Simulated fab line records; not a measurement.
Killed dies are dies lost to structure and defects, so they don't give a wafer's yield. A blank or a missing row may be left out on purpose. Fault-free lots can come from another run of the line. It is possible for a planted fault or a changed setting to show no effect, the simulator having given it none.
Comparing a struck lot with a sound one	flow n5 finfet	42 out of 1938 route steps
Sound: wafers L950.1, L950.2, L950.4. Struck: wafer L940.3. (L940.1, L940.4 of the same lot were not struck and are left out.) The cause comes at the end.
Per side, at each step with rows, come the tool, then ch with its chambers, and then its first start. Under that, the readings that differ: sound wafers	struck wafers	difference of the means	sigmas: that difference in standard deviations of wafers without a fault.
alike: a reading whose means differ by less than 2 such deviations, as well as words and numbers matching on both sides. not compared: withheld readings; readings where some wafer has no value; bounds like >300 that might hide an equal value; numbers whose values overlap and for which the record gives no deviation.
Wherever a step has rows on one side only, a row that says differs or no value, or a row with sigmas, the two part there. Non-overlapping numbers with no deviation appear without sigmas and do not part them. Lack of a reading on every wafer of one side parts them only where that side has two or more wafers.

first, 10 steps without rows for these wafers: N5_DUMMY_GATE_ETCH_32 (etches SiO2 in CF4, target depth 3.5 nm, time 3.9 s); N5_DUMMY_GATE_ETCH_23 (etches poly-Si in HBr/Cl2/O2, target depth 41 nm, time 22.3 s); N5_DUMMY_GATE_ETCH_44 (etches poly-Si in HBr/O2, stops on SiO2, target depth 127.5 nm); N5_DUMMY_GATE_ETCH_42 (etches SiO2 in CHF3/O2, target depth 3.5 nm, time 31 s); N5_DUMMY_GATE_STRIP_48 (strips in N2/H2, time 20 s); N5_DUMMY_GATE_PRECLEAN_33 (cleans in dHF, time 10 s); N5_DUMMY_GATE_PRECLEAN_25 (cleans in O3/DIW, time 45 s); N5_DUMMY_GATE_PRECLEAN_51 (cleans in SC2, time 45 s); N5_DUMMY_GATE_SRD_26 (time 30 s); N5_DUMMY_GATE_UV_OZONE_45 (time 120 s).
N5_SPACER0_ALD_07: deposits SiNx, target thk 2 nm.
  sound on ald sin-04 ch 1,2,3, day 8 07:10; struck on ald sin-04 ch 2, day 5 18:04
  alike: heater power w
then, 2 steps without rows for these wafers: N5_SPACER0_ALD_00 (deposits SiOCN, target thk 3.5 nm, pulse time 3 s, purge time 2 s); N5_SPACER0_ALD_08 (deposits SiNx, target thk 2 nm).
N5_SPACER0_INSPECT_04: inspects for defects (darkfield).
  sound: defect inspect-02 at day 8 07:44; struck: defect inspect-01 at day 5 18:38
reading	sound	struck	difference	sigmas
raw defect count	144 188 129	424	+270	+8
then, 8 steps without rows for these wafers: N5_SD_EPI_N_COAT_32 (time 60 s, resist thk 350 nm); N5_SD_EPI_N_COAT_33 (time 60 s, resist thk 35 nm); N5_SD_EPI_N_COAT_03 (resist thk 150 nm); N5_SD_EPI_N_EBR_05; N5_SD_EPI_N_SOFTBAKE_04 (time 60 s); N5_SD_EPI_N_EXPOSE_06 (exposes mask SD N BLK, target cd 120 nm); N5_SD_EPI_N_PEB_07 (peb time 60 s); N5_SD_EPI_N_DEVELOP_08 (develop time 30 s).
N5_SD_EPI_N_INSPECT_11: inspects for defects (macro).
  sound: defect inspect-02 at day 8 08:04; struck: defect inspect-02 at day 5 18:58
reading	sound	struck	difference	sigmas
raw defect count	3 1 2	>300	differs	
then, 15 steps without rows for these wafers: N5_SD_EPI_N_DESCUM_14 (chemistry O2, time 7.9 s); N5_SD_EPI_N_ETCH_34 (etches SiARC in CF4, target depth 45.5 nm, time 75.8 s); N5_SD_EPI_N_ETCH_35 (etches SOC in N2/H2, overetch 108 nm, time 486 s); N5_SD_EPI_N_STRIP_36 (strips in N2/H2); N5_SD_EPI_N_ETCHBACK_44 (etches SiNx in CH3F/O2, stops on SiO2, target depth 14.5 nm); N5_SD_EPI_N_ETCH_45 (etches SiOCN in CH3F/O2, target depth 6 nm); N5_SD_EPI_N_ETCH_16 (etches SiO2 in CHF3/O2, target depth 5 nm); N5_SD_EPI_N_STRIP_47 (strips in CHF3/O2); N5_SD_EPI_N_SD_RECESS_17 (chemistry HBr/Cl2/O2, target depth 41 nm, time 23.7 s, bt time 3 s); N5_SD_EPI_N_STRIP_38 (strips in N2/H2); N5_SD_EPI_N_WET_ETCH_43 (etches SiO2 in dHF, time 14 s, target depth 1.5 nm); N5_SD_EPI_N_STRIP_18 (strips in SPM, time 750 s); N5_SD_EPI_N_SRD_20 (time 30 s); N5_SD_EPI_N_PRECLEAN_48 (cleans in NF3:NH3, afs cycles 2, time 20 s, sublimation time 60 s); N5_SD_EPI_N_VAPOR_ETCH_50 (etches Si in HCl, time 54 s).
N5_SD_EPI_N_INSPECT_26: inspects for defects (darkfield).
  sound: defect inspect-02 at day 8 12:04; struck: defect inspect-02 at day 6 01:22
reading	sound	struck	difference	sigmas
raw defect count	209 270 213	523	+292	+7
N5_SD_EPI_P_INSPECT_26: inspects for defects (darkfield).
  sound: defect inspect-02 at day 8 18:07; struck: defect inspect-01 at day 6 07:41
reading	sound	struck	difference	sigmas
raw defect count	180 210 181	455	+265	+7
-- a jump in the record: the struck wafers' starts before and after are 6 days apart (it breaks off in module SD_EPI_P and resumes in module BEOL_M4, where the first step shown is number 1111 of the route) --
N5_BEOL_M4_RC_MEAS_101:
  sound on prober-02 ch 0, day 14 03:02; struck on prober-01 ch 0, day 11 23:40
reading	sound	struck	difference	sigmas
ION_P (uA/um)	469 475 470	452	-19	-2
VT_P (mV)	-247 -246 -246	-256	-10	-3
  alike: DIBL_N, DIBL_P, IOFF_N, IOFF_P, ION_N, SS_N, SS_P, VT_N
-- the record jumps here: 4 days lie between the struck wafers' starts before and after (it left off in module BEOL_M4 and takes up again in module PASSIVATION, whose first step shown is number 1936 of the route) --
N5_PASSIVATION_PROBE_49:
  sound: prober-01 at day 18 06:14; struck: prober-02 at day 16 09:32
reading	sound	struck	difference	sigmas
defect limited yield (%)	91.5 92.7 92.7	85.8	-6.5	-5
killed_at_M4_up	10 14 11	27	+15	+3
killed at front end	44 32 36	103	+66	+6
killed dies	100 86 86	167	+76	+5
killed on rim	14 9 9	31	+20	+5
sort_bin_5_function (%)	5.0 4.3 4.3	9.1	+4.6	+5
sort n pass	1080 1094 1094	1013	-76	-5
sort yield pct (%)	91.5 92.7 92.7	85.8	-6.5	-5
  alike: killed_at_M0_to_M3, killed at contacts, killed at other, killed open, killed short, sort_bin_6_memory

== WHERE THEY PART ==
Last at N5_PASSIVATION_PROBE_49 as far as this record goes, first at N5_SPACER0_INSPECT_04.

WHY: the cause the simulator had injected
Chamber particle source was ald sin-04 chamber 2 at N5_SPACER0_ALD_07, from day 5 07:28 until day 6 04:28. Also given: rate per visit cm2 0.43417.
